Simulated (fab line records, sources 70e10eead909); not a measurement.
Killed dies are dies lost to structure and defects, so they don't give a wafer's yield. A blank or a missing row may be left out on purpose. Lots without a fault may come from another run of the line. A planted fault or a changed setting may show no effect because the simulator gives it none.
Chamber matching | flow nand_harc | NHARC_A_STAIRCASE_DESCUM_186 on rie_diel-07: 4 sister chambers
The step chemistry O2, time 3 s. 14 wafers are shown with their chamber, then 7 later ones without.

WAFERS WITH THEIR CHAMBER
wafer  | chamber | drypump_motor_current_A (A) | showerhead_plenum_p_Torr (Torr) | throttle_valve_pct (%)
L074.1 | 1       | 5.7                         | 1.92                            | 11.300
L074.3 | 0       | 6.3                         | 1.87                            | 11.318
L074.4 | 3       | 5.4                         | 1.95                            | 11.296
L076.1 | 1       | 5.7                         | 1.92                            | 11.314
L076.2 | 2       | 6.6                         | 1.95                            | 11.323
L076.3 | 0       | 6.3                         | 1.86                            | 11.302
L078.2 | 1       | 5.7                         | 1.92                            | 11.309
L078.3 | 2       | 6.7                         | 1.95                            | 11.325
L078.6 | 1       | 5.7                         | 1.92                            | 11.327
L085.2 | 0       | 6.2                         | 1.86                            | 11.310
L085.3 | 2       | 6.6                         | 1.94                            | 11.314
L085.4 | 1       | 5.7                         | 1.91                            | 11.306
L091.2 | 1       | 5.7                         | 1.91                            | 11.320
L091.5 | 1       | 5.7                         | 1.91                            | 11.314

SIGNATURES (means of the wafers above)
reading                  | chamber 0 | chamber 1 | chamber 2 | chamber 3 | scatter within a chamber
drypump_motor_current_A  | 6.267     | 5.700     | 6.633     | 5.400     | 0.0365
showerhead_plenum_p_Torr | 1.8633    | 1.9157    | 1.9467    | 1.9500    | 0.00552
throttle_valve_pct       | 11.31000  | 11.31286  | 11.32067  | 11.29600  | 0.00823
Rule: a wafer's distance from a chamber is the root of the sum, over the readings, of the square of ((its reading less the chamber's mean) divided by the reading's scatter). The wafer belongs to the nearest chamber; if the next one is less than 2 further off, it can't be placed. The scatter: the root of (the sum of the squares of (reading less its chamber's mean) over the shown wafers, divided by (wafers less chambers)).

WAFERS WITHOUT THEIR CHAMBER
wafer  | drypump_motor_current_A (A) | showerhead_plenum_p_Torr (Torr) | throttle_valve_pct (%)
L091.6 | 6.3                         | 1.85                            | 11.295
L096.2 | 6.3                         | 1.84                            | 11.309
L096.4 | 5.7                         | 1.90                            | 11.297
L096.5 | 6.6                         | 1.93                            | 11.306
L095.2 | 5.7                         | 1.90                            | 11.293
L095.4 | 6.3                         | 1.84                            | 11.323
L095.5 | 6.7                         | 1.93                            | 11.319

WHICH CHAMBER EACH WENT THROUGH
wafer  | from the rows above | in truth
L091.6 | 0                   | 0
L096.2 | 0                   | 0
L096.4 | 1                   | 1
L096.5 | 2                   | 2
L095.2 | 1                   | 1
L095.4 | 0                   | 0
L095.5 | 2                   | 2
Placed correctly: 7 of 7. Can't be placed from these rows: 0. Placed wrongly: 0.
